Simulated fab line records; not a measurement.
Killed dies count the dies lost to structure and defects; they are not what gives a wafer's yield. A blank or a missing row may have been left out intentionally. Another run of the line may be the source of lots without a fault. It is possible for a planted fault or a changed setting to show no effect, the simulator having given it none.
Matching of chambers	flow nand harc	NHARC_A_M0_ETCH_34 on rie diel-06 has 4 sister chambers
The step etches the open film in N2/H2, target depth 40 nm, overetch 12 nm, time 43.94 s. 27 wafers are shown with their chamber, then 12 later ones without.

== EACH WAFER AND ITS CHAMBER ==
wafer	chamber	drypump motor current A (A)	rf vpp V (V)	oes product au (a.u.)
L075.3	2	5.5	434.1	1.011
L075.4	1	6.4	432.9	1.002
L075.5	2	5.5	433.2	0.999
L074.1	1	6.4	431.8	0.994
L074.4	3	5.7	432.3	0.993
L074.6	0	5.9	431.8	1.004
L076.3	2	5.5	433.2	1.004
L076.5	2	5.5	433.0	1.004
L076.6	3	5.7	433.6	0.993
L077.2	3	5.8	431.8	1.003
L077.3	3	5.7	434.8	0.999
L077.4	2	5.5	432.4	0.989
L080.1	0	5.9	431.9	1.009
L080.5	2	5.5	433.2	0.983
L080.6	3	5.7	432.2	0.994
L078.3	0	5.9	431.8	1.013
L078.4	2	5.5	433.9	1.006
L078.6	0	5.9	432.1	1.000
L079.3	2	5.6	433.9	0.993
L079.4	3	5.7	431.8	0.977
L079.5	0	5.9	430.9	0.994
L084.2	1	6.4	431.3	1.015
L084.3	0	5.9	431.7	1.012
L084.5	1	6.4	431.7	1.000
L086.1	0	5.9	430.7	1.005
L086.3	1	6.4	430.7	0.994
L086.4	2	5.6	432.0	1.008

SIGNATURES (averages over the wafers above)
reading	chamber 0	chamber 1	chamber 2	chamber 3	scatter within a chamber
drypump motor current A	5.900	6.400	5.522	5.717	0.0322
rf vpp V	431.557	431.680	433.211	432.750	0.82
oes product au	1.00529	1.00100	0.99967	0.99317	0.00854
Rule: a wafer lies at a distance from a chamber equal to the root of the sum of squares, over the readings, of (its reading less the chamber's mean, divided by the reading's scatter). If the next closest chamber is less than 2 further off than the closest, the wafer can't be placed; otherwise it belongs to the closest. How the scatter is found: for the shown wafers, subtract from each reading the mean of its chamber, square and add these, divide the total by (wafers less chambers), then take the root.

== WAFERS WHOSE CHAMBER IS MISSING ==
wafer	drypump motor current A (A)	rf vpp V (V)	oes product au (a.u.)
L087.1	5.8	433.6	0.999
L087.2	5.5	433.8	0.999
L087.4	5.9	432.2	1.006
L091.1	5.5	432.0	1.007
L091.3	6.4	431.9	1.007
L091.6	5.7	432.5	0.999
L093.1	6.4	432.0	0.997
L093.4	5.7	432.6	0.994
L093.5	5.5	433.6	0.993
L095.1	5.6	432.0	0.996
L095.3	6.4	433.7	0.995
L095.5	6.4	431.6	1.006

== CHAMBER TAKEN BY EACH ==
wafer	from the rows above	in truth
L087.1	can't be placed: 3 or 0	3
L087.2	2	2
L087.4	0	0
L091.1	2	2
L091.3	1	1
L091.6	3	3
L093.1	1	1
L093.4	3	3
L093.5	2	2
L095.1	can't be placed: 2 or 3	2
L095.3	1	1
L095.5	1	1
Placed correctly: 10 of 12. From these rows, 2 cannot be placed; in 2 the true chamber is one of the candidates. 0 placed wrongly.
